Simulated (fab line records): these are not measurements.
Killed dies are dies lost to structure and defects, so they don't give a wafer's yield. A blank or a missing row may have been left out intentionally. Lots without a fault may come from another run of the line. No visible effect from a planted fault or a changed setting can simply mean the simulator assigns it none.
A struck lot beside a sound one    flow nand harc    14 steps out of a route of 1302
Sound: the wafers L760.4, L760.5, L760.6. Struck: wafer L778.4; the same lot's L778.1 was not struck, so it is left out; see the end for the cause.
Each step with rows lists, per side, the tool, then ch with its chambers, then its first start. Under that, the readings that differ: sound wafers    struck wafers    difference of the means    sigmas: that difference in standard deviations of wafers without a fault.
alike: same words and numbers on both sides, and readings whose means sit less than 2 such deviations apart. not compared: any withheld reading, any reading some wafer has no value for, any bound like >300 that may hide the same value, and any number with overlapping values for which the record gives no deviation.
Wherever a step has rows on one side only, a row that says differs or no value, or a row with sigmas, the two part there. Numbers that don't overlap but have no deviation are shown without sigmas and don't part them. A reading that every wafer of one side lacks parts them only if that side has two wafers or more.

NHARC_A_SOURCE_PLATE_THK_MEAS_06: measures by ellipsometry.
  sound on film metro-01, day 10 05:01; struck on film metro-01, day 15 11:16
  alike: thk nm
NHARC_A_SOURCE_PLATE_INSPECT_08:
  sound on defect inspect-02, day 10 05:07; struck on defect inspect-01, day 15 11:20
reading           sound      struck  difference  sigmas
raw defect count  82 40 103  142     +67         +2
next comes 1 step that has no rows for these wafers: NHARC_A_ONON_D1_DEP_00 (target thickness 1000 nm).
NHARC_A_ONON_D1_THK_MEAS_02: measures by ellipsometry.
  sound on film metro-02, day 10 05:41; struck on film metro-01, day 15 11:55
  alike: thk nm
next comes 1 step that has no rows for these wafers: NHARC_A_ONON_D1_DEP_03 (target thickness 1000 nm).
NHARC_A_ONON_D1_THK_MEAS_05: measures by ellipsometry.
  sound on film metro-02, day 10 06:16; struck on film metro-02, day 15 12:30
  alike: thk nm
next comes 1 step that has no rows for these wafers: NHARC_A_ONON_D1_DEP_06 (target thickness 1000 nm).
NHARC_A_ONON_D1_THK_MEAS_08: measures by ellipsometry.
  sound on film metro-02, day 10 06:50; struck on film metro-02, day 15 13:04
  alike: thk nm
next comes 1 step that has no rows for these wafers: NHARC_A_ONON_D1_DEP_09 (target thickness 1000 nm).
NHARC_A_ONON_D1_THK_MEAS_11: measures by ellipsometry.
  sound on film metro-02, day 10 07:23; struck on film metro-01, day 15 13:38
  alike: thk nm
NHARC_A_ONON_D1_DEP_12: target thk 1000 nm.
  sound on pecvd onon-01 ch 0, day 10 07:37; struck on pecvd onon-03 ch 0, day 15 13:41
  alike: n2o flow sccm
NHARC_A_ONON_D1_THK_MEAS_14: measures by ellipsometry.
  sound on film metro-02, day 10 07:58; struck on film metro-02, day 15 14:12
reading      sound        struck  difference  sigmas
thk nm (nm)  993 993 995  654     -340        -42
then, 1 step without rows for these wafers: NHARC_A_ONON_D1_ANNEAL_15 (time 3600 s).
-- jump in the record: it breaks off in module A_ONON_D1 and resumes in module END (first step shown: number 1302 of the route), and 16 days separate the struck wafers' starts before and after --
NHARC_END_SORT_01:
  sound on prober-01 ch 0, day 27 17:20; struck on prober-02 ch 0, day 32 01:38
reading          sound  struck  difference  sigmas
killed at array  85     675     +590        +27
killed dies      86     677     +591        +27
  alike: killed at other, killed at periphery, killed open, killed short

== WHERE THEY PART ==
At NHARC_A_SOURCE_PLATE_INSPECT_08 first; at NHARC_END_SORT_01 last (within this record only).

WHY: what had been put in by the simulator
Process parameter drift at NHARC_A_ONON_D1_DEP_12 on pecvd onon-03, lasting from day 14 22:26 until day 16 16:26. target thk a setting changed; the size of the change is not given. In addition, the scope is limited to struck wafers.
